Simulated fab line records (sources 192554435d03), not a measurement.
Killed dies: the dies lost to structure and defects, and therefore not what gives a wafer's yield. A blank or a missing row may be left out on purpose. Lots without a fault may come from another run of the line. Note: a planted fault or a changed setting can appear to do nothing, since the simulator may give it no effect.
Which tool did it? || flow n5-finfet || 72 wafers from 24 lots sampled at 6 of the route's 1938 steps

## WHAT THE GAUGES READ, wafer by wafer
N5_BEOL_M11_CD_MEAS_28: the cd target is 70 nm. Usual: cd-nm at 69.4 nm, with a standard deviation of 0.87.
{"lot": "L074", "measured": "day 11 07:48", "on": "cd-sem-02", "cd-nm (nm)": "68.0 68.1 68.0", "flag": ""}
{"lot": "L076", "measured": "day 11 10:08", "on": "cd-sem-02", "cd-nm (nm)": "69.8 69.2 69.7", "flag": ""}
{"lot": "L075", "measured": "day 11 16:53", "on": "cd-sem-03", "cd-nm (nm)": "69.1 68.4 69.5", "flag": ""}
{"lot": "L079", "measured": "day 11 21:14", "on": "cd-sem-02", "cd-nm (nm)": "69.8 70.8 71.3", "flag": ""}
{"lot": "L078", "measured": "day 12 03:43", "on": "cd-sem-03", "cd-nm (nm)": "68.3 68.9 69.7", "flag": ""}
{"lot": "L081", "measured": "day 12 18:13", "on": "cd-sem-03", "cd-nm (nm)": "70.9 70.4 70.3", "flag": ""}
{"lot": "L082", "measured": "day 12 18:15", "on": "cd-sem-03", "cd-nm (nm)": "69.2 69.5 69.1", "flag": ""}
{"lot": "L080", "measured": "day 13 01:28", "on": "cd-sem-02", "cd-nm (nm)": "70.3 70.5 69.8", "flag": ""}
{"lot": "L077", "measured": "day 13 01:38", "on": "cd-sem-01", "cd-nm (nm)": "68.1 69.8 68.4", "flag": ""}
{"lot": "L083", "measured": "day 13 13:02", "on": "cd-sem-01", "cd-nm (nm)": "68.1 69.5 69.4", "flag": ""}
{"lot": "L084", "measured": "day 13 13:13", "on": "cd-sem-02", "cd-nm (nm)": "71.6 70.7 71.0", "flag": ""}
{"lot": "L085", "measured": "day 14 02:06", "on": "cd-sem-01", "cd-nm (nm)": "70.0 69.4 69.3", "flag": ""}
{"lot": "L086", "measured": "day 14 04:35", "on": "cd-sem-03", "cd-nm (nm)": "69.2 70.1 68.9", "flag": ""}
{"lot": "L088", "measured": "day 14 04:46", "on": "cd-sem-01", "cd-nm (nm)": "69.2 69.5 70.2", "flag": ""}
{"lot": "L087", "measured": "day 14 12:30", "on": "cd-sem-01", "cd-nm (nm)": "68.8 67.8 68.9", "flag": ""}
{"lot": "L090", "measured": "day 15 04:26", "on": "cd-sem-03", "cd-nm (nm)": "70.3 71.1 68.4", "flag": ""}
{"lot": "L089", "measured": "day 15 07:17", "on": "cd-sem-03", "cd-nm (nm)": "68.9 68.4 69.5", "flag": ""}
{"lot": "L091", "measured": "day 15 12:23", "on": "cd-sem-02", "cd-nm (nm)": "71.5 69.3 70.3", "flag": ""}
{"lot": "L092", "measured": "day 15 12:46", "on": "cd-sem-01", "cd-nm (nm)": "70.4 70.4 70.2", "flag": ""}
{"lot": "L094", "measured": "day 15 21:20", "on": "cd-sem-01", "cd-nm (nm)": "69.0 69.1 68.3", "flag": ""}
{"lot": "L095", "measured": "day 16 02:52", "on": "cd-sem-03", "cd-nm (nm)": "67.7 69.4 68.0", "flag": ""}
{"lot": "L096", "measured": "day 16 02:54", "on": "cd-sem-01", "cd-nm (nm)": "67.7 67.9 68.2", "flag": ""}
{"lot": "L093", "measured": "day 16 02:57", "on": "cd-sem-02", "cd-nm (nm)": "69.4 68.9 68.7", "flag": ""}
{"lot": "L097", "measured": "day 16 05:58", "on": "cd-sem-02", "cd-nm (nm)": "69.9 70.4 68.7", "flag": ""}

N5_BEOL_M11_OVL_MEAS_29. Usual: V10_OVL typically reads -0.1 nm, with standard deviation 0.72.
{"lot": "L074", "measured": "day 11 07:50", "on": "overlay-01", "V10_OVL (nm)": "-0.7 0.2 0.3", "flag": ""}
{"lot": "L076", "measured": "day 11 10:10", "on": "overlay-01", "V10_OVL (nm)": "-1.0 -1.3 -1.2", "flag": ""}
{"lot": "L075", "measured": "day 11 16:55", "on": "overlay-01", "V10_OVL (nm)": "-0.6 0.3 -1.5", "flag": ""}
{"lot": "L079", "measured": "day 11 21:16", "on": "overlay-02", "V10_OVL (nm)": "0.0 0.0 0.9", "flag": ""}
{"lot": "L078", "measured": "day 12 03:45", "on": "overlay-01", "V10_OVL (nm)": "0.3 -1.0 0.1", "flag": ""}
{"lot": "L081", "measured": "day 12 18:14", "on": "overlay-02", "V10_OVL (nm)": "-0.7 -0.3 -0.7", "flag": ""}
{"lot": "L082", "measured": "day 12 18:17", "on": "overlay-01", "V10_OVL (nm)": "-0.6 -0.9 -1.9", "flag": ""}
{"lot": "L080", "measured": "day 13 01:30", "on": "overlay-02", "V10_OVL (nm)": "1.0 1.0 0.8", "flag": ""}
{"lot": "L077", "measured": "day 13 01:40", "on": "overlay-01", "V10_OVL (nm)": "0.9 -0.1 0.5", "flag": ""}
{"lot": "L083", "measured": "day 13 13:05", "on": "overlay-01", "V10_OVL (nm)": "-0.7 0.6 0.0", "flag": ""}
{"lot": "L084", "measured": "day 13 13:14", "on": "overlay-01", "V10_OVL (nm)": "-0.2 -0.1 0.0", "flag": ""}
{"lot": "L085", "measured": "day 14 02:08", "on": "overlay-01", "V10_OVL (nm)": "-1.0 -0.1 -0.8", "flag": ""}
{"lot": "L086", "measured": "day 14 04:37", "on": "overlay-02", "V10_OVL (nm)": "1.1 1.6 1.3", "flag": ""}
{"lot": "L088", "measured": "day 14 04:47", "on": "overlay-02", "V10_OVL (nm)": "-0.1 0.5 0.5", "flag": ""}
{"lot": "L087", "measured": "day 14 12:32", "on": "overlay-01", "V10_OVL (nm)": "0.1 0.0 0.3", "flag": ""}
{"lot": "L090", "measured": "day 15 04:28", "on": "overlay-02", "V10_OVL (nm)": "-0.2 0.2 0.4", "flag": ""}
{"lot": "L089", "measured": "day 15 07:19", "on": "overlay-02", "V10_OVL (nm)": "-0.2 -0.1 -0.2", "flag": ""}
{"lot": "L091", "measured": "day 15 12:25", "on": "overlay-02", "V10_OVL (nm)": "-0.8 -0.8 0.1", "flag": ""}
{"lot": "L092", "measured": "day 15 12:48", "on": "overlay-01", "V10_OVL (nm)": "-0.6 0.2 -0.3", "flag": ""}
{"lot": "L094", "measured": "day 15 21:22", "on": "overlay-02", "V10_OVL (nm)": "0.2 0.1 0.8", "flag": ""}
{"lot": "L095", "measured": "day 16 02:53", "on": "overlay-01", "V10_OVL (nm)": "1.1 0.5 0.7", "flag": ""}
{"lot": "L096", "measured": "day 16 02:56", "on": "overlay-01", "V10_OVL (nm)": "1.3 -1.4 1.2", "flag": ""}
{"lot": "L093", "measured": "day 16 02:59", "on": "overlay-01", "V10_OVL (nm)": "0.6 0.0 -0.1", "flag": ""}
{"lot": "L097", "measured": "day 16 06:00", "on": "overlay-01", "V10_OVL (nm)": "-0.3 -0.7 0.2", "flag": ""}

N5_BEOL_M11_THK_MEAS_53: measures by xrf. Usual: M11_THK typically reads 141 nm, with standard deviation 3.1.
{"lot": "L074", "measured": "day 11 11:02", "on": "film-metro-01", "M11_THK (nm)": "136 141 143", "flag": ""}
{"lot": "L076", "measured": "day 11 14:50", "on": "film-metro-01", "M11_THK (nm)": "140 141 144", "flag": ""}
{"lot": "L075", "measured": "day 11 19:44", "on": "film-metro-02", "M11_THK (nm)": "140 139 141", "flag": ""}
{"lot": "L079", "measured": "day 12 00:07", "on": "film-metro-01", "M11_THK (nm)": "142 140 145", "flag": ""}
{"lot": "L078", "measured": "day 12 08:37", "on": "film-metro-02", "M11_THK (nm)": "143 142 144", "flag": ""}
{"lot": "L081", "measured": "day 12 21:28", "on": "film-metro-02", "M11_THK (nm)": "146 141 142", "flag": ""}
{"lot": "L082", "measured": "day 12 21:43", "on": "film-metro-01", "M11_THK (nm)": "142 144 144", "flag": ""}
{"lot": "L080", "measured": "day 13 04:34", "on": "film-metro-01", "M11_THK (nm)": "139 142 137", "flag": ""}
{"lot": "L077", "measured": "day 13 06:31", "on": "film-metro-01", "M11_THK (nm)": "138 143 137", "flag": ""}
{"lot": "L083", "measured": "day 13 16:01", "on": "film-metro-01", "M11_THK (nm)": "140 143 139", "flag": ""}
{"lot": "L084", "measured": "day 13 17:19", "on": "film-metro-01", "M11_THK (nm)": "140 132 139", "flag": ""}
{"lot": "L085", "measured": "day 14 05:14", "on": "film-metro-02", "M11_THK (nm)": "143 142 143", "flag": ""}
{"lot": "L086", "measured": "day 14 08:02", "on": "film-metro-01", "M11_THK (nm)": "134 140 143", "flag": ""}
{"lot": "L088", "measured": "day 14 08:07", "on": "film-metro-01", "M11_THK (nm)": "145 140 138", "flag": ""}
{"lot": "L087", "measured": "day 14 17:33", "on": "film-metro-01", "M11_THK (nm)": "139 139 140", "flag": ""}
{"lot": "L090", "measured": "day 15 09:04", "on": "film-metro-01", "M11_THK (nm)": "140 141 141", "flag": ""}
{"lot": "L089", "measured": "day 15 10:38", "on": "film-metro-02", "M11_THK (nm)": "145 138 141", "flag": ""}
{"lot": "L091", "measured": "day 15 16:14", "on": "film-metro-02", "M11_THK (nm)": "141 133 135", "flag": ""}
{"lot": "L092", "measured": "day 15 16:40", "on": "film-metro-02", "M11_THK (nm)": "135 138 140", "flag": ""}
{"lot": "L094", "measured": "day 16 00:59", "on": "film-metro-02", "M11_THK (nm)": "138 146 146", "flag": ""}
{"lot": "L095", "measured": "day 16 05:44", "on": "film-metro-02", "M11_THK (nm)": "144 140 143", "flag": ""}
{"lot": "L096", "measured": "day 16 06:00", "on": "film-metro-02", "M11_THK (nm)": "142 146 144", "flag": ""}
{"lot": "L093", "measured": "day 16 06:39", "on": "film-metro-02", "M11_THK (nm)": "140 142 140", "flag": ""}
{"lot": "L097", "measured": "day 16 08:51", "on": "film-metro-02", "M11_THK (nm)": "141 146 140", "flag": ""}

N5_BEOL_M11_INSPECT_58: inspects for defects (darkfield). Usual: raw-defect-count at 72, with a standard deviation of 22.
{"lot": "L074", "measured": "day 11 11:13", "on": "defect-inspect-01", "raw-defect-count": "54 78 102", "flag": ""}
{"lot": "L076", "measured": "day 11 14:59", "on": "defect-inspect-01", "raw-defect-count": "86 75 67", "flag": ""}
{"lot": "L075", "measured": "day 11 19:53", "on": "defect-inspect-01", "raw-defect-count": "66 58 138", "flag": ""}
{"lot": "L079", "measured": "day 12 00:16", "on": "defect-inspect-02", "raw-defect-count": "80 62 62", "flag": ""}
{"lot": "L078", "measured": "day 12 08:46", "on": "defect-inspect-02", "raw-defect-count": "69 74 85", "flag": ""}
{"lot": "L081", "measured": "day 12 21:37", "on": "defect-inspect-02", "raw-defect-count": "43 52 53", "flag": ""}
{"lot": "L082", "measured": "day 12 21:52", "on": "defect-inspect-02", "raw-defect-count": "57 78 104", "flag": ""}
{"lot": "L080", "measured": "day 13 04:43", "on": "defect-inspect-02", "raw-defect-count": "54 82 57", "flag": ""}
{"lot": "L077", "measured": "day 13 06:40", "on": "defect-inspect-02", "raw-defect-count": "96 70 68", "flag": ""}
{"lot": "L083", "measured": "day 13 16:10", "on": "defect-inspect-02", "raw-defect-count": "80 85 101", "flag": ""}
{"lot": "L084", "measured": "day 13 17:29", "on": "defect-inspect-02", "raw-defect-count": "76 67 40", "flag": ""}
{"lot": "L085", "measured": "day 14 05:23", "on": "defect-inspect-02", "raw-defect-count": "70 87 82", "flag": ""}
{"lot": "L086", "measured": "day 14 08:11", "on": "defect-inspect-02", "raw-defect-count": "92 47 83", "flag": ""}
{"lot": "L088", "measured": "day 14 08:16", "on": "defect-inspect-02", "raw-defect-count": "110 70 97", "flag": ""}
{"lot": "L087", "measured": "day 14 17:42", "on": "defect-inspect-02", "raw-defect-count": "51 48 48", "flag": ""}
{"lot": "L090", "measured": "day 15 09:13", "on": "defect-inspect-02", "raw-defect-count": "121 105 112", "flag": ""}
{"lot": "L089", "measured": "day 15 10:47", "on": "defect-inspect-02", "raw-defect-count": "48 46 72", "flag": ""}
{"lot": "L091", "measured": "day 15 16:23", "on": "defect-inspect-02", "raw-defect-count": "62 84 41", "flag": ""}
{"lot": "L092", "measured": "day 15 16:49", "on": "defect-inspect-02", "raw-defect-count": "104 117 90", "flag": ""}
{"lot": "L094", "measured": "day 16 01:08", "on": "defect-inspect-02", "raw-defect-count": "59 89 36", "flag": ""}
{"lot": "L095", "measured": "day 16 05:53", "on": "defect-inspect-01", "raw-defect-count": "88 76 84", "flag": ""}
{"lot": "L096", "measured": "day 16 06:09", "on": "defect-inspect-01", "raw-defect-count": "53 61 57", "flag": ""}
{"lot": "L093", "measured": "day 16 06:48", "on": "defect-inspect-01", "raw-defect-count": "56 50 82", "flag": ""}
{"lot": "L097", "measured": "day 16 09:01", "on": "defect-inspect-01", "raw-defect-count": "43 39 62", "flag": ""}

## WHICH TOOL RAN EACH LOT (tool, then ch and the chambers of the sampled wafers, then the start)
{"lot": "L074", "N5_BEOL_M11_PRE_CLEAN_45": "pvd-sputter-03, day 11 09:15", "N5_BEOL_M11_ALD_74": "ald-metal-01 ch 2,3, day 11 09:19"}
{"lot": "L076", "N5_BEOL_M11_PRE_CLEAN_45": "pvd-sputter-02, day 11 13:21", "N5_BEOL_M11_ALD_74": "ald-metal-01 ch 0,3, day 11 13:25"}
{"lot": "L075", "N5_BEOL_M11_PRE_CLEAN_45": "pvd-sputter-03, day 11 18:14", "N5_BEOL_M11_ALD_74": "ald-metal-01 ch 0,1,2, day 11 18:18"}
{"lot": "L079", "N5_BEOL_M11_PRE_CLEAN_45": "pvd-sputter-01, day 11 22:25", "N5_BEOL_M11_ALD_74": "ald-metal-01 ch 1,2,3, day 11 22:29"}
{"lot": "L078", "N5_BEOL_M11_PRE_CLEAN_45": "pvd-sputter-01, day 12 05:12", "N5_BEOL_M11_ALD_74": "ald-metal-02 ch 1,3, day 12 05:17"}
{"lot": "L081", "N5_BEOL_M11_PRE_CLEAN_45": "pvd-sputter-02, day 12 19:43", "N5_BEOL_M11_ALD_74": "ald-metal-02 ch 0,1, day 12 19:51"}
{"lot": "L082", "N5_BEOL_M11_PRE_CLEAN_45": "pvd-sputter-02, day 12 19:57", "N5_BEOL_M11_ALD_74": "ald-metal-04 ch 0,1,3, day 12 20:01"}
{"lot": "L080", "N5_BEOL_M11_PRE_CLEAN_45": "pvd-sputter-01, day 13 02:46", "N5_BEOL_M11_ALD_74": "ald-metal-01 ch 0,1,3, day 13 02:49"}
{"lot": "L077", "N5_BEOL_M11_PRE_CLEAN_45": "pvd-sputter-01, day 13 02:58", "N5_BEOL_M11_ALD_74": "ald-metal-02 ch 0,1, day 13 03:04"}
{"lot": "L083", "N5_BEOL_M11_PRE_CLEAN_45": "pvd-sputter-02, day 13 14:36", "N5_BEOL_M11_ALD_74": "ald-metal-01 ch 1,2,3, day 13 14:40"}
{"lot": "L084", "N5_BEOL_M11_PRE_CLEAN_45": "pvd-sputter-02, day 13 15:13", "N5_BEOL_M11_ALD_74": "ald-metal-04 ch 0,1,3, day 13 15:25"}
{"lot": "L085", "N5_BEOL_M11_PRE_CLEAN_45": "pvd-sputter-01, day 14 03:34", "N5_BEOL_M11_ALD_74": "ald-metal-04 ch 0,1,3, day 14 03:38"}
{"lot": "L086", "N5_BEOL_M11_PRE_CLEAN_45": "pvd-sputter-03, day 14 06:11", "N5_BEOL_M11_ALD_74": "ald-metal-01 ch 0,1,3, day 14 06:18"}
{"lot": "L088", "N5_BEOL_M11_PRE_CLEAN_45": "pvd-sputter-03, day 14 06:18", "N5_BEOL_M11_ALD_74": "ald-metal-02 ch 0,2,3, day 14 06:23"}
{"lot": "L087", "N5_BEOL_M11_PRE_CLEAN_45": "pvd-sputter-03, day 14 15:12", "N5_BEOL_M11_ALD_74": "ald-metal-04 ch 0,1,3, day 14 15:18"}
{"lot": "L090", "N5_BEOL_M11_PRE_CLEAN_45": "pvd-sputter-01, day 15 07:35", "N5_BEOL_M11_ALD_74": "ald-metal-01 ch 1,2,3, day 15 07:38"}
{"lot": "L089", "N5_BEOL_M11_PRE_CLEAN_45": "pvd-sputter-01, day 15 08:29", "N5_BEOL_M11_ALD_74": "ald-metal-04 ch 1,2, day 15 08:43"}
{"lot": "L091", "N5_BEOL_M11_PRE_CLEAN_45": "pvd-sputter-01, day 15 14:46", "N5_BEOL_M11_ALD_74": "ald-metal-01 ch 0,2, day 15 14:50"}
{"lot": "L092", "N5_BEOL_M11_PRE_CLEAN_45": "pvd-sputter-01, day 15 15:15", "N5_BEOL_M11_ALD_74": "ald-metal-01 ch 0,3, day 15 15:19"}
{"lot": "L094", "N5_BEOL_M11_PRE_CLEAN_45": "pvd-sputter-01, day 15 23:01", "N5_BEOL_M11_ALD_74": "ald-metal-01 ch 1,2,3, day 15 23:08"}
{"lot": "L095", "N5_BEOL_M11_PRE_CLEAN_45": "pvd-sputter-02, day 16 04:20", "N5_BEOL_M11_ALD_74": "ald-metal-04 ch 1,2,3, day 16 04:25"}
{"lot": "L096", "N5_BEOL_M11_PRE_CLEAN_45": "pvd-sputter-02, day 16 04:29", "N5_BEOL_M11_ALD_74": "ald-metal-01 ch 0,2,3, day 16 04:33"}
{"lot": "L093", "N5_BEOL_M11_PRE_CLEAN_45": "pvd-sputter-01, day 16 04:35", "N5_BEOL_M11_ALD_74": "ald-metal-01 ch 1,2,3, day 16 04:53"}
{"lot": "L097", "N5_BEOL_M11_PRE_CLEAN_45": "pvd-sputter-02, day 16 07:26", "N5_BEOL_M11_ALD_74": "ald-metal-01 ch 0,1,2, day 16 07:29"}
- N5_BEOL_M11_PRE_CLEAN_45: time 30 s.
- N5_BEOL_M11_ALD_74: deposits TaN, target thk 2 nm, pulse time 2 s, purge time 3 s.

## WHAT THE TOOLS THEMSELVES READ (means of the sampled wafers that have a number; where no wafer has one, the mark that the record gives instead)
N5_BEOL_M11_PRE_CLEAN_45. Usual: heater-power-w at 326 W, with a standard deviation of 41.
{"lot": "L074", "tool": "pvd-sputter-03", "heater-power-w (W)": 301, "flag": ""}
{"lot": "L076", "tool": "pvd-sputter-02", "heater-power-w (W)": 328, "flag": ""}
{"lot": "L075", "tool": "pvd-sputter-03", "heater-power-w (W)": 308, "flag": ""}
{"lot": "L079", "tool": "pvd-sputter-01", "heater-power-w (W)": 360, "flag": ""}
{"lot": "L078", "tool": "pvd-sputter-01", "heater-power-w (W)": 304, "flag": ""}
{"lot": "L081", "tool": "pvd-sputter-02", "heater-power-w (W)": 295, "flag": ""}
{"lot": "L082", "tool": "pvd-sputter-02", "heater-power-w (W)": 329, "flag": ""}
{"lot": "L080", "tool": "pvd-sputter-01", "heater-power-w (W)": 334, "flag": ""}
{"lot": "L077", "tool": "pvd-sputter-01", "heater-power-w (W)": 320, "flag": ""}
{"lot": "L083", "tool": "pvd-sputter-02", "heater-power-w (W)": 322, "flag": ""}
{"lot": "L084", "tool": "pvd-sputter-02", "heater-power-w (W)": 323, "flag": ""}
{"lot": "L085", "tool": "pvd-sputter-01", "heater-power-w (W)": 334, "flag": ""}
{"lot": "L086", "tool": "pvd-sputter-03", "heater-power-w (W)": 300, "flag": ""}
{"lot": "L088", "tool": "pvd-sputter-03", "heater-power-w (W)": 305, "flag": ""}
{"lot": "L087", "tool": "pvd-sputter-03", "heater-power-w (W)": 302, "flag": ""}
{"lot": "L090", "tool": "pvd-sputter-01", "heater-power-w (W)": 335, "flag": ""}
{"lot": "L089", "tool": "pvd-sputter-01", "heater-power-w (W)": 354, "flag": ""}
{"lot": "L091", "tool": "pvd-sputter-01", "heater-power-w (W)": 354, "flag": ""}
{"lot": "L092", "tool": "pvd-sputter-01", "heater-power-w (W)": 318, "flag": ""}
{"lot": "L094", "tool": "pvd-sputter-01", "heater-power-w (W)": 299, "flag": ""}
{"lot": "L095", "tool": "pvd-sputter-02", "heater-power-w (W)": 322, "flag": ""}
{"lot": "L096", "tool": "pvd-sputter-02", "heater-power-w (W)": 334, "flag": ""}
{"lot": "L093", "tool": "pvd-sputter-01", "heater-power-w (W)": 390, "flag": ""}
{"lot": "L097", "tool": "pvd-sputter-02", "heater-power-w (W)": 330, "flag": ""}

N5_BEOL_M11_ALD_74. Usual: chamber-pressure-Torr 3.001 Torr, standard deviation 0.0066; heater-power-w 417 W, standard deviation 34.
{"lot": "L074", "tool": "ald-metal-01", "chamber-pressure-Torr (Torr)": 3.000, "heater-power-w (W)": 431, "flag": ""}
{"lot": "L076", "tool": "ald-metal-01", "chamber-pressure-Torr (Torr)": 3.000, "heater-power-w (W)": 441, "flag": ""}
{"lot": "L075", "tool": "ald-metal-01", "chamber-pressure-Torr (Torr)": 2.998, "heater-power-w (W)": 406, "flag": ""}
{"lot": "L079", "tool": "ald-metal-01", "chamber-pressure-Torr (Torr)": 3.005, "heater-power-w (W)": 410, "flag": ""}
{"lot": "L078", "tool": "ald-metal-02", "chamber-pressure-Torr (Torr)": 3.003, "heater-power-w (W)": 392, "flag": ""}
{"lot": "L081", "tool": "ald-metal-02", "chamber-pressure-Torr (Torr)": 3.001, "heater-power-w (W)": 414, "flag": ""}
{"lot": "L082", "tool": "ald-metal-04", "chamber-pressure-Torr (Torr)": 2.998, "heater-power-w (W)": 409, "flag": ""}
{"lot": "L080", "tool": "ald-metal-01", "chamber-pressure-Torr (Torr)": 3.001, "heater-power-w (W)": 414, "flag": ""}
{"lot": "L077", "tool": "ald-metal-02", "chamber-pressure-Torr (Torr)": 2.993, "heater-power-w (W)": 389, "flag": ""}
{"lot": "L083", "tool": "ald-metal-01", "chamber-pressure-Torr (Torr)": 2.994, "heater-power-w (W)": 412, "flag": ""}
{"lot": "L084", "tool": "ald-metal-04", "chamber-pressure-Torr (Torr)": 3.001, "heater-power-w (W)": 408, "flag": ""}
{"lot": "L085", "tool": "ald-metal-04", "chamber-pressure-Torr (Torr)": 3.004, "heater-power-w (W)": 411, "flag": ""}
{"lot": "L086", "tool": "ald-metal-01", "chamber-pressure-Torr (Torr)": 3.005, "heater-power-w (W)": 414, "flag": ""}
{"lot": "L088", "tool": "ald-metal-02", "chamber-pressure-Torr (Torr)": 3.000, "heater-power-w (W)": 413, "flag": ""}
{"lot": "L087", "tool": "ald-metal-04", "chamber-pressure-Torr (Torr)": 3.010, "heater-power-w (W)": 407, "flag": ""}
{"lot": "L090", "tool": "ald-metal-01", "chamber-pressure-Torr (Torr)": 3.004, "heater-power-w (W)": 415, "flag": ""}
{"lot": "L089", "tool": "ald-metal-04", "chamber-pressure-Torr (Torr)": 2.998, "heater-power-w (W)": 460, "flag": ""}
{"lot": "L091", "tool": "ald-metal-01", "chamber-pressure-Torr (Torr)": 3.005, "heater-power-w (W)": 428, "flag": ""}
{"lot": "L092", "tool": "ald-metal-01", "chamber-pressure-Torr (Torr)": 3.000, "heater-power-w (W)": 435, "flag": ""}
{"lot": "L094", "tool": "ald-metal-01", "chamber-pressure-Torr (Torr)": 3.000, "heater-power-w (W)": 406, "flag": ""}
{"lot": "L095", "tool": "ald-metal-04", "chamber-pressure-Torr (Torr)": 3.000, "heater-power-w (W)": 434, "flag": ""}
{"lot": "L096", "tool": "ald-metal-01", "chamber-pressure-Torr (Torr)": 3.004, "heater-power-w (W)": 427, "flag": ""}
{"lot": "L093", "tool": "ald-metal-01", "chamber-pressure-Torr (Torr)": 3.001, "heater-power-w (W)": 416, "flag": ""}
{"lot": "L097", "tool": "ald-metal-01", "chamber-pressure-Torr (Torr)": 3.006, "heater-power-w (W)": 404, "flag": ""}

## THE ANSWER, worked out from the rows above alone
Rule: lot off if the mean of its wafers having a number is beyond 3 standard deviations from the usual mean. A lot without any number at a reading at which 4 lots or more have one is off too. The other lots that the step has rows for count as sound. Order of review: gauges by route order, followed by the tools' own readings, for which a lot's mean as printed above is used. At the first step where some lot is off, the reading lying furthest off is the one used; lots without a number count as furthest.
None of the lots is off at any reading shown; this tells nothing.

## WHAT THE SIMULATOR HAD INSERTED
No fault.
